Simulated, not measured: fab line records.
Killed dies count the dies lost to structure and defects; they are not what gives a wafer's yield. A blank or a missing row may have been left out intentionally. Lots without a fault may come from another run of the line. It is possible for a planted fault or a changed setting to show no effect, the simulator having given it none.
fab line records + flow n5Finfet
[record]
- lots = 10
- wafers = 29
- lastDay = 18
route steps=1938 shown WELL_APT@21 PMOS_HMC_CHANNEL_EPI@73 BEOL_M4@1111 PASSIVATION@1936
lots with no fault: from the same line, run without faults
startH: hours from the record's opening day to when the first of the lot's shown wafers began + waitH: hours since the lot's step before + " as in the row above + L1.1+2: several wafers, shown together as one row + - value missing, or start not given + * or withheld: withheld + < > ~ a bound
route shown NAME@n: names a module that has steps shown in the file, with the first one's number in the route + usual: the fault-free wafers' mean and standard deviation + same: alike in all rows + chamber/n: place in a boat + sites: readings site by site + _std_site: how widely they spread, as a standard deviation + _edge_site: inner sites' mean taken away from outer sites' mean + radiusMm: how far each site lies from the wafer's centre + mask NAME#n: copy n + behind: the last tool/chamber to shape the wafer + hold: cause of the lot's hold/its duration in hours/its outcome + device: names the non-switching transistor (n, p or np) + end of line: tests of these same wafers at the route's end + for a step that has no rows: nothing shown but its recipe + killed: at the first sort, the dies lost to defects and structure; wafer yield is something else + map: a wafer's dies, marking killed ones x, the rest . and places with no die _
set.NAME: the setting that was run; set.NAME@STEP: the one run at that earlier step + model.NAME: the simulator's own value behind a step, which no gauge read
one table for each step of the route and one row for each wafer, over a sample of lots
services: a tool's chamber out of use, with start hour (startH, from the record's first day; less than 0 if before it), hours out, and reason
[[steps]]
[step N5_WELL_APT_COAT_02]
[recipe]
- spinRpm = 1357
- resistThkNm = 950
[usual]
- spinSpeedRpm = 1357.0/0.86
| lot.wafer | tool          | chamber | startH | waitH | spinSpeedRpm |
|-----------|---------------|---------|--------|-------|--------------|
| L290.2    | lithoTrack-01 | 0       | 19.42  | -     | 1356.8       |
| L290.5    | "             | 0       | "      | "     | 1357.9       |
| L290.6    | "             | 0       | "      | "     | 1356.8       |
| L291.4    | lithoTrack-04 | 0       | 25.41  | -     | 1356.4       |
| L291.5    | "             | 0       | "      | "     | 1356.6       |
| L291.6    | "             | 0       | "      | "     | 1355.8       |
| L292.1    | lithoTrack-03 | 0       | 31.29  | -     | 1357.3       |
| L292.3    | "             | 0       | "      | "     | 1355.6       |
| L292.6    | "             | 0       | "      | "     | 1356.5       |
| L294.1    | lithoTrack-03 | 0       | 43.29  | -     | 1355.5       |
| L294.3    | "             | 0       | "      | "     | 1355.1       |
| L294.4    | "             | 0       | "      | "     | 1356.2       |
| L295.3    | lithoTrack-04 | 0       | 49.41  | -     | 1358.1       |
| L295.4    | "             | 0       | "      | "     | 1355.9       |
| L295.5    | "             | 0       | "      | "     | 1357.1       |
| L297.2    | lithoTrack-01 | 0       | 61.43  | -     | 1356.6       |
| L297.3    | "             | 0       | "      | "     | 1357.1       |
| L297.6    | "             | 0       | "      | "     | 1356.3       |
| L299.1    | lithoTrack-03 | 0       | 73.41  | -     | 1356.5       |
| L299.4    | "             | 0       | "      | "     | 1357.1       |
| L299.6    | "             | 0       | "      | "     | 1356.7       |
| L301.1    | lithoTrack-01 | 0       | 85.29  | -     | 1357.0       |
| L301.3    | "             | 0       | "      | "     | 1357.7       |
| L305.1    | lithoTrack-04 | 0       | 109.42 | -     | 1317.6       |
| L305.2    | "             | 0       | "      | "     | 1317.8       |
| L305.6    | "             | 0       | "      | "     | 1318.4       |
| L309.2    | lithoTrack-04 | 0       | 133.30 | -     | 1316.4       |
| L309.3    | "             | 0       | "      | "     | 1317.5       |
| L309.5    | "             | 0       | "      | "     | 1316.0       |
[step N5_WELL_APT_INSPECT_10]
[recipe]
- mode = adi
- inspectInstrument = macro
[usual]
- rawDefectCount = 2.1/1.3
| lot.wafer | tool             | chamber | startH | waitH | rawDefectCount |
|-----------|------------------|---------|--------|-------|----------------|
| L290.2    | defectInspect-01 | -       | 19.86  | 0.0   | 1              |
| L290.5    | "                | -       | "      | "     | 2              |
| L290.6    | "                | -       | "      | "     | 2              |
| L291.4    | defectInspect-02 | -       | 25.86  | 0.0   | 4              |
| L291.5    | "                | -       | "      | "     | 2              |
| L291.6    | "                | -       | "      | "     | 1              |
| L292.1    | defectInspect-02 | -       | 31.62  | 0.0   | 3              |
| L292.3    | "                | -       | "      | "     | 0              |
| L292.6    | "                | -       | "      | "     | 2              |
| L294.1    | defectInspect-02 | -       | 43.74  | 0.0   | 1              |
| L294.3    | "                | -       | "      | "     | 2              |
| L294.4    | "                | -       | "      | "     | 1              |
| L295.3    | defectInspect-02 | -       | 49.86  | 0.0   | 5              |
| L295.4    | "                | -       | "      | "     | 2              |
| L295.5    | "                | -       | "      | "     | 4              |
| L297.2    | defectInspect-01 | -       | 61.76  | 0.0   | 1              |
| L297.3    | "                | -       | "      | "     | 2              |
| L297.6    | "                | -       | "      | "     | 0              |
| L299.1    | defectInspect-01 | -       | 73.73  | 0.0   | 3              |
| L299.4    | "                | -       | "      | "     | 2              |
| L299.6    | "                | -       | "      | "     | 1              |
| L301.1    | defectInspect-01 | -       | 85.74  | 0.0   | 2              |
| L301.3    | "                | -       | "      | "     | 0              |
| L305.1    | defectInspect-02 | -       | 109.87 | 0.0   | 3              |
| L305.2    | "                | -       | "      | "     | 1              |
| L305.6    | "                | -       | "      | "     | 2              |
| L309.2    | defectInspect-01 | -       | 133.75 | 0.0   | 4              |
| L309.3    | "                | -       | "      | "     | 2              |
| L309.5    | "                | -       | "      | "     | 3              |
[step N5_WELL_APT_RTA_34]
[recipe]
- tempC = 1000
- timeS = 10
- ambient = N2
- idleTempC = 600
- rampUpCPerS = 150
- rampDownCPerS = 60
- coolToC = 600
[usual]
- annealTempCMax = 1003.4/0.73
- lampPowerPct = 13.01/0.052
- lamp_zone_4_pct = 12.992/0.028
- wafer_temp_C_max = 1003.4/0.98
| lot.wafer | tool         | chamber | startH | waitH | annealTempCMax | lampPowerPct | lamp_zone_4_pct | wafer_temp_C_max |
|-----------|--------------|---------|--------|-------|----------------|--------------|-----------------|------------------|
| L290.2    | rtpAnneal-01 | 0       | 21.94  | 0.0   | 1003.3         | 12.92        | 13.030          | 1004.2           |
| L290.5    | "            | 0       | "      | "     | 1003.6         | 13.02        | 13.028          | 1004.6           |
| L290.6    | "            | 0       | "      | "     | 1003.9         | 12.91        | 12.946          | 1002.2           |
| L291.4    | rtpAnneal-02 | 0       | 28.42  | 0.1   | 1003.3         | 12.99        | 13.020          | 1002.8           |
| L291.5    | "            | 0       | "      | "     | 1004.5         | 13.08        | 12.950          | 1005.4           |
| L291.6    | "            | 0       | "      | "     | 1003.9         | 13.02        | 12.963          | 1002.3           |
| L292.1    | rtpAnneal-01 | 0       | 33.66  | 0.0   | 1002.5         | 12.95        | 13.009          | 1003.6           |
| L292.3    | "            | 0       | "      | "     | 1004.1         | 13.13        | 13.021          | 1002.9           |
| L292.6    | "            | 0       | "      | "     | 1002.8         | 13.04        | 12.976          | 1002.1           |
| L294.1    | rtpAnneal-01 | 0       | 45.91  | 0.0   | 1002.8         | 13.07        | 12.992          | 1005.7           |
| L294.3    | "            | 0       | "      | "     | 1002.5         | 13.02        | 12.964          | 1002.7           |
| L294.4    | "            | 0       | "      | "     | 1004.2         | 12.92        | 13.016          | 1005.2           |
| L295.3    | rtpAnneal-01 | 0       | 51.95  | 0.1   | 1003.1         | 13.01        | 13.022          | 1002.8           |
| L295.4    | "            | 0       | "      | "     | 1002.6         | 13.00        | 13.008          | 1002.7           |
| L295.5    | "            | 0       | "      | "     | 1003.2         | 13.10        | 12.966          | 1003.0           |
| L297.2    | rtpAnneal-01 | 0       | 64.03  | 0.0   | 1002.8         | 13.00        | 13.019          | 1003.6           |
| L297.3    | "            | 0       | "      | "     | 1003.6         | 12.98        | 12.996          | 1003.7           |
| L297.6    | "            | 0       | "      | "     | 1003.7         | 12.89        | 12.926          | 1005.2           |
| L299.1    | rtpAnneal-02 | 0       | 76.48  | 0.0   | 1003.3         | 13.06        | 13.027          | 1003.5           |
| L299.4    | "            | 0       | "      | "     | 1004.1         | 12.94        | 12.955          | 1003.0           |
| L299.6    | "            | 0       | "      | "     | 1002.1         | 13.10        | 12.979          | 1004.1           |
| L301.1    | rtpAnneal-01 | 0       | 88.11  | 0.3   | 1004.3         | 12.99        | 13.003          | 1005.5           |
| L301.3    | "            | 0       | "      | "     | 1004.0         | 13.07        | 12.969          | 1004.5           |
| L305.1    | rtpAnneal-02 | 0       | 112.31 | 0.0   | 1004.0         | 13.05        | 12.973          | 1003.2           |
| L305.2    | "            | 0       | "      | "     | 1003.4         | 13.03        | 13.013          | 1002.8           |
| L305.6    | "            | 0       | "      | "     | 1002.6         | 12.99        | 13.030          | 1002.8           |
| L309.2    | rtpAnneal-02 | 0       | 136.07 | 0.1   | 1003.9         | 12.97        | 13.022          | 1004.1           |
| L309.3    | "            | 0       | "      | "     | 1004.1         | 12.95        | 12.976          | 1003.6           |
| L309.5    | "            | 0       | "      | "     | 1004.5         | 12.99        | 13.035          | 1003.1           |
[step N5_PMOS_HMC_CHANNEL_EPI_ETCH_38]
[recipe]
- chemistry = CF4
- target = SiO2
- targetDepthA = 15
- ionEnergyEv = 350
- pressureMtorr = 10
- icpW = 800
- biasW = 400
- cf4FlowSccm = 80
[usual]
- drypumpMotorCurrentA = 5.8/0.58
- oesProductAu = 0.999/0.022
- throttleValvePct = 21.72/0.29
| lot.wafer | tool     | chamber | startH | waitH | drypumpMotorCurrentA | oesProductAu | rfHoursCounterH | throttleValvePct |
|-----------|----------|---------|--------|-------|----------------------|--------------|-----------------|------------------|
| L290.2    | rieSi-04 | 3       | 23.76  | 0.0   | 5.7                  | 1.009        | 5               | 21.70            |
| L290.5    | "        | 1       | "      | "     | 5.2                  | 0.962        | -               | 21.50            |
| L290.6    | "        | 2       | "      | "     | 5.0                  | 1.061        | -               | 21.79            |
| L291.4    | rieSi-05 | 1       | 30.07  | 0.0   | 5.2                  | 0.993        | 178             | 21.52            |
| L291.5    | "        | 2       | "      | "     | 5.1                  | 1.021        | -               | 21.00            |
| L291.6    | "        | 1       | "      | "     | 5.2                  | 0.994        | -               | 21.53            |
| L292.1    | rieSi-05 | 3       | 35.72  | 0.0   | 6.3                  | 0.981        | 125             | 21.48            |
| L292.3    | "        | 1       | "      | "     | 5.2                  | 0.993        | 178             | 21.54            |
| L292.6    | "        | 2       | "      | "     | 5.1                  | 1.027        | -               | 21.00            |
| L294.1    | rieSi-05 | 2       | 47.75  | 0.0   | 5.1                  | 1.032        | 76              | 20.98            |
| L294.3    | "        | 1       | "      | "     | 5.2                  | 0.991        | 178             | 21.53            |
| L294.4    | "        | 3       | "      | "     | 6.3                  | 0.988        | 125             | 21.46            |
| L295.3    | rieSi-06 | 0       | 54.02  | 0.0   | 5.7                  | 0.979        | 142             | 21.94            |
| L295.4    | "        | 2       | "      | "     | 6.7                  | 0.995        | 149             | 21.85            |
| L295.5    | "        | 3       | "      | "     | 5.4                  | 1.012        | -               | 21.94            |
| L297.2    | rieSi-04 | 3       | 65.85  | 0.0   | 5.7                  | 0.991        | 6               | 21.67            |
| L297.3    | "        | 2       | "      | "     | 5.0                  | 1.068        | 194             | 21.77            |
| L297.6    | "        | 0       | "      | "     | 5.7                  | 1.008        | -               | 21.34            |
| L299.1    | rieSi-05 | 3       | 78.46  | 0.0   | 6.3                  | 0.978        | 125             | 21.48            |
| L299.4    | "        | 2       | "      | "     | 5.1                  | 1.024        | 77              | 20.98            |
| L299.6    | "        | 2       | "      | "     | 5.1                  | 1.026        | -               | 21.00            |
| L301.1    | rieSi-04 | 3       | 90.02  | 0.0   | 5.7                  | 1.001        | 6               | 21.68            |
| L301.3    | "        | 0       | "      | "     | 5.7                  | 1.003        | 165             | 21.33            |
| L305.1    | rieSi-06 | 3       | 114.04 | 0.0   | 5.4                  | 1.007        | 142             | 21.94            |
| L305.2    | "        | 2       | "      | "     | 6.6                  | 0.996        | 150             | 21.86            |
| L305.6    | "        | 1       | "      | "     | 6.6                  | 0.984        | -               | 21.98            |
| L309.2    | rieSi-06 | 1       | 137.91 | 0.0   | 6.6                  | 0.990        | 47              | 21.97            |
| L309.3    | "        | 0       | "      | "     | 5.7                  | 0.977        | 144             | 21.95            |
| L309.5    | "        | 2       | "      | "     | 6.7                  | 0.998        | -               | 21.86            |
[step N5_BEOL_M4_RC_MEAS_101]
[usual]
- DIBL_N = 36.5/2.2
- DIBL_P = 36.9/2.9
- IOFF_N = 0.17/0.044
- IOFF_P = 0.22/0.052
- ION_N = 671/16
- ION_P = 461/10
- SS_N = 71.6/0.73
- SS_P = 73.5/0.79
- VT_N = 250/4.1
- VT_P = -250/4.1
| lot.wafer | tool      | chamber | startH | waitH | DIBL_N[mV/V] | DIBL_P[mV/V] | IOFF_N[nA/um] | IOFF_P[nA/um] | ION_N[uA/um] | ION_P[uA/um] | SS_N[mV/dec] | SS_P[mV/dec] | VT_N[mV] | VT_P[mV] |
|-----------|-----------|---------|--------|-------|--------------|--------------|---------------|---------------|--------------|--------------|--------------|--------------|----------|----------|
| L290.2    | prober-02 | 0       | 196.53 | 0.2   | 35.9         | 36.2         | 0.15          | 0.21          | 666          | 459          | 70.7         | 73.0         | 249      | -249     |
| L290.5    | "         | 0       | "      | "     | 36.7         | 36.3         | 0.15          | 0.20          | 656          | 453          | 71.3         | 73.7         | 250      | -252     |
| L290.6    | "         | 0       | "      | "     | 35.2         | 36.0         | 0.14          | 0.21          | 664          | 461          | 71.9         | 73.2         | 253      | -248     |
| L291.4    | prober-01 | 0       | 203.46 | 0.5   | 34.2         | 34.5         | 0.11          | 0.18          | 655          | 451          | 71.1         | 72.1         | 258      | -254     |
| L291.5    | "         | 0       | "      | "     | 37.0         | 38.1         | 0.16          | 0.22          | 655          | 448          | 72.2         | 73.3         | 250      | -252     |
| L291.6    | "         | 0       | "      | "     | 35.7         | 37.1         | 0.13          | 0.21          | 668          | 463          | 71.2         | 72.9         | 252      | -251     |
| L292.1    | prober-01 | 0       | 207.00 | 0.0   | 37.2         | 35.2         | 0.16          | 0.19          | 653          | 439          | 72.2         | 72.8         | 253      | -253     |
| L292.3    | "         | 0       | "      | "     | 35.6         | 36.2         | 0.14          | 0.22          | 658          | 462          | 71.2         | 72.7         | 254      | -250     |
| L292.6    | "         | 0       | "      | "     | 36.1         | 35.9         | 0.15          | 0.22          | 670          | 457          | 71.4         | 73.2         | 253      | -251     |
| L294.1    | prober-02 | 0       | 207.74 | 0.0   | 36.2         | 37.7         | 0.19          | 0.27          | 680          | 476          | 71.6         | 73.3         | 245      | -245     |
| L294.3    | "         | 0       | "      | "     | 35.3         | 36.1         | 0.17          | 0.24          | 671          | 462          | 70.7         | 73.0         | 249      | -247     |
| L294.4    | "         | 0       | "      | "     | 36.0         | 37.1         | 0.16          | 0.24          | 668          | 467          | 71.7         | 74.0         | 251      | -249     |
| L295.3    | prober-01 | 0       | 213.08 | 0.3   | 37.5         | 38.7         | 0.20          | 0.24          | 692          | 466          | 72.0         | 74.6         | 246      | -251     |
| L295.4    | "         | 0       | "      | "     | 34.3         | 35.8         | 0.14          | 0.20          | 654          | 450          | 71.6         | 73.7         | 253      | -252     |
| L295.5    | "         | 0       | "      | "     | 36.0         | 36.9         | 0.16          | 0.20          | 671          | 457          | 72.1         | 73.9         | 251      | -249     |
| L297.2    | prober-01 | 0       | 242.80 | 0.2   | 35.8         | 35.2         | 0.14          | 0.19          | 670          | 454          | 71.9         | 73.4         | 253      | -253     |
| L297.3    | "         | 0       | "      | "     | 37.1         | 38.6         | 0.16          | 0.24          | 652          | 453          | 72.5         | 73.8         | 248      | -250     |
| L297.6    | "         | 0       | "      | "     | 34.8         | 32.0         | 0.13          | 0.14          | 638          | 436          | 72.4         | 72.6         | 258      | -258     |
| L299.1    | prober-02 | 0       | 252.78 | 0.0   | 36.4         | 37.6         | 0.18          | 0.21          | 671          | 452          | 71.5         | 73.4         | 247      | -252     |
| L299.4    | "         | 0       | "      | "     | 36.7         | 38.7         | 0.16          | 0.23          | 677          | 466          | 71.2         | 74.4         | 246      | -249     |
| L299.6    | "         | 0       | "      | "     | 37.2         | 40.4         | 0.22          | 0.25          | 709          | 475          | 71.3         | 73.4         | 243      | -247     |
| L301.1    | prober-02 | 0       | 258.56 | 0.0   | 33.5         | 34.2         | 0.13          | 0.19          | 665          | 461          | 71.0         | 72.3         | 251      | -248     |
| L301.3    | "         | 0       | "      | "     | 37.1         | 38.5         | 0.20          | 0.26          | 674          | 464          | 72.0         | 73.7         | 246      | -246     |
| L305.1    | prober-02 | 0       | 286.97 | 0.0   | 38.1         | 37.6         | 0.21          | 0.26          | 680          | 465          | 71.9         | 73.6         | 245      | -246     |
| L305.2    | "         | 0       | "      | "     | 38.3         | 38.7         | 0.21          | 0.26          | 685          | 468          | 72.3         | 74.0         | 244      | -249     |
| L305.6    | "         | 0       | "      | "     | 37.2         | 37.2         | 0.20          | 0.24          | 688          | 465          | 71.7         | 73.9         | 246      | -249     |
| L309.2    | prober-02 | 0       | 315.73 | 0.2   | 35.1         | 34.2         | 0.16          | 0.24          | 682          | 478          | 71.1         | 72.9         | 251      | -243     |
| L309.3    | "         | 0       | "      | "     | 35.8         | 36.5         | 0.18          | 0.27          | 694          | 485          | 71.9         | 73.2         | 246      | -243     |
| L309.5    | "         | 0       | "      | "     | 40.6         | 41.2         | 0.31          | 0.38          | 707          | 487          | 72.5         | 74.8         | 241      | -238     |
[step N5_PASSIVATION_PROBE_49]
[usual]
- defectLimitedYield = 91.3/1.4
- killed_at_M0_to_M3 = 36/10
- killed_at_M4_up = 13/5.4
- killedAtContacts = 12/5.3
- killedAtFrontEnd = 39/10
- killedAtOther = 3.2/2.7
- killedDies = 103/16
- killedOpen = 68/13
- killedShort = 33/6.6
- sort_bin_5_function = 5.1/0.92
- sort_bin_6_memory = 3.3/0.68
- sort_bin_8_speed = 0.1/0.41
- sortNPass = 1077/17
- sortYieldPct = 91.2/1.4
[same]
- grossDies = 1180
- killedAtBackSide = 0
- sort_bin_4_leakage[%] = 0
| lot.wafer | tool      | chamber | startH | waitH | defectLimitedYield[%] | killed_at_M0_to_M3 | killed_at_M4_up | killedAtContacts | killedAtFrontEnd | killedAtOther | killedDies | killedOpen | killedShort | sort_bin_5_function[%] | sort_bin_6_memory[%] | sort_bin_8_speed[%] | sortNPass | sortYieldPct[%] |
|-----------|-----------|---------|--------|-------|-----------------------|--------------------|-----------------|------------------|------------------|---------------|------------|------------|-------------|------------------------|----------------------|---------------------|-----------|-----------------|
| L299.1    | prober-01 | -       | 351.59 | 0.0   | 90.3                  | 51                 | 16              | 17               | 30               | 0             | 114        | 72         | 41          | 5.9                    | 3.6                  | 0                   | 1066      | 90.3            |
| L299.4    | prober-01 | -       | 351.74 | 0.2   | 89.8                  | 49                 | 23              | 22               | 21               | 5             | 120        | 85         | 31          | 5.9                    | 3.8                  | 0                   | 1060      | 89.8            |
| L299.6    | prober-01 | -       | 351.84 | 0.3   | 90.8                  | 43                 | 12              | 10               | 39               | 4             | 108        | 72         | 36          | 4.9                    | 3.9                  | 0                   | 1072      | 90.8            |
| L309.3    | prober-01 | -       | 430.02 | 0.1   | 90.0                  | 50                 | 12              | 1                | 53               | 2             | 118        | 66         | 37          | 5.5                    | 3.1                  | 0                   | 1062      | 90.0            |
// killed by level:class
L299.1 MOL_CONTACT_COAG:geometricParticle:open=15 FIN_SAQP:geometricParticle:short=11 BEOL_M3:geometricParticle:open=11 BEOL_M0_SAQP:geometricParticle:short=11 BEOL_M2:geometricParticle:open=9 BEOL_M1:geometricParticle:open=8 STI_FIN_REVEAL:geometricParticle:open=6 GATE_CUT:geometricParticle:short=5
L299.4 MOL_CONTACT_COAG:geometricParticle:open=16 BEOL_M0_SAQP:geometricParticle:open=10 BEOL_M4:geometricParticle:open=9 BEOL_M2:geometricParticle:open=8 BEOL_M0:geometricParticle:open=7 BEOL_M3:geometricParticle:open=7 MOL_CONTACT_COAG:geometricParticle:short=6 BEOL_M0_SAQP:geometricParticle:short=6
L299.6 BEOL_M2:geometricParticle:open=13 FIN_SAQP:geometricParticle:open=11 BEOL_M0_SAQP:geometricParticle:short=9 MOL_CONTACT_COAG:geometricParticle:open=8 BEOL_M4:geometricParticle:open=7 BEOL_M0_SAQP:geometricParticle:open=5 FIN_SAQP:geometricParticle:short=4 DUMMY_GATE:geometricParticle:open=4
L309.3 HKMG_FIN:areaEtch=14 BEOL_M3:geometricParticle:open=12 BEOL_M1:geometricParticle:short=7 STI_FIN_REVEAL:geometricParticle:open=6 BEOL_M0_SAQP:geometricParticle:open=6 BEOL_M0_SAQP:geometricParticle:short=6 BEOL_M0:geometricParticle:open=6 BEOL_M1:geometricParticle:open=5
[[services]]
| tool          | chamber | startH | hours | kind                     |
|---------------|---------|--------|-------|--------------------------|
| rieSi-06      | 3       | 4.32   | 6.3   | repair                   |
| lithoTrack-04 | -       | 56.20  | -     | consumableReplace:filter |
| rieSi-06      | -       | 70.44  | 0.3   | repair                   |
| rtpAnneal-01  | -       | 83.50  | 4.2   | pm                       |
| rieSi-06      | 2       | 90.65  | 7.5   | repair                   |
| rieSi-04      | -       | 91.00  | 14.6  | pm                       |
| rieSi-05      | 2       | 98.46  | 6.1   | repair                   |
| rieSi-04      | 2       | 133.11 | -     | clean                    |
| rieSi-04      | 2       | 133.11 | 15.5  | scheduledDown            |
| rieSi-04      | 2       | 133.11 | 15.5  | ventCycle                |
| rieSi-05      | -       | 133.79 | 0.1   | repair                   |
[[key]]
[firstSign]
- step = N5_WELL_APT_COAT_02
- reading = spinSpeedRpm
- direction = down
- sigmas = 46
- usual = *
- struck = *
effect none on later readings
metAt N5_WELL_APT_COAT_02
struckLots L305,L309
[baselineLoss]
- step = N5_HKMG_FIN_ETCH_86
- wafers = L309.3
notActingAt N5_WELL_APT_INSPECT_10,N5_WELL_APT_RTA_34,N5_PMOS_HMC_CHANNEL_EPI_ETCH_38
onsetBetween 49.41 109.42
[fault]
- kind = processParameterDrift
- tool = lithoTrack-04
- chamber = -
- onsetH = 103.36
- steps = N5_WELL_APT_COAT_02
- channel = spinRpm
- offset = *
- shape = step
- endH = 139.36
- actsIn = *
- stated = *
// baselineLoss: these wafers lose ten dies or more at that step, a loss of the line's own and not of a fault; the sort's usual values leave them out
